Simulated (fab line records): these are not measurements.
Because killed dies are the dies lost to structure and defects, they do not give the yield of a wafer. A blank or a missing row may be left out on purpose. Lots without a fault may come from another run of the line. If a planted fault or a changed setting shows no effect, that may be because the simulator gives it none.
Which tool did it? | flow nand-harc | Sampling: 6 lots, 18 wafers, 2 of 1159 route steps

## WHAT THE GAUGES READ, wafer by wafer
NHARC_P_GATE_CD_MEAS_46 targets a cd of 720 nm.
lot  | measured    | on        | cd-nm (nm)
L897 | day 5 16:33 | cd-sem-01 | 722.7 720.9 722.2
L900 | day 6 08:18 | cd-sem-02 | 720.9 722.1 721.8
L902 | day 7 08:41 | cd-sem-03 | 721.3 718.4 720.5
L904 | day 7 09:22 | cd-sem-01 | 718.7 718.3 720.6
L906 | day 8 09:00 | cd-sem-03 | 718.7 719.1 718.3
L909 | day 9 03:41 | cd-sem-03 | - - -

## WHAT TOOL EACH LOT RAN ON (gives the tool, then ch and the chambers of the sampled wafers, and finally the start)
lot  | NHARC_P_GATE_EXPOSE_43
L897 | krf-scanner-04 ch 0, day 5 16:24
L900 | krf-scanner-03 ch 0, day 6 08:08
L902 | krf-scanner-04 ch 0, day 7 08:32
L904 | krf-scanner-03 ch 0, day 7 09:13
L906 | krf-scanner-02 ch 0, day 8 08:50
L909 | krf-scanner-02 ch 0, day 9 03:32
- NHARC_P_GATE_EXPOSE_43: exposes mask P NSD, target cd 720 nm.

## THE ANSWER, worked out from the rows above alone
Rule: what is usual is taken from the lots themselves. Put in order of their means at a reading, lots are off if they are a third of the lots or fewer, leave a main group of 4 or more, and stand apart from it by a gap of 3 or more times the standard deviation of the main group's means; of several such gaps the widest counts. A main group whose means are all the same, to the digits that the tables above print for the reading, isn't used. Also off: a lot with no number at a reading for which 4 or more lots have one. The other lots that the step has rows for count as sound.
Off: L909 (NHARC_P_GATE_CD_MEAS_46, cd-nm). Without a number there: L909. For the main group the mean is 720.3 nm and the standard deviation 1.3.
If a tool, at a process step before that reading, ran all the lots that are off and no sound lot after the first of them, it fits. Gauges at NHARC_P_GATE_CD_MEAS_46: tried the same way as those tools. 2 tools fit, krf-scanner-02 at NHARC_P_GATE_EXPOSE_43 and cd-sem-03 at NHARC_P_GATE_CD_MEAS_46, so this cannot tell which one it is.

## WHAT WAS PUT IN BY THE SIMULATOR
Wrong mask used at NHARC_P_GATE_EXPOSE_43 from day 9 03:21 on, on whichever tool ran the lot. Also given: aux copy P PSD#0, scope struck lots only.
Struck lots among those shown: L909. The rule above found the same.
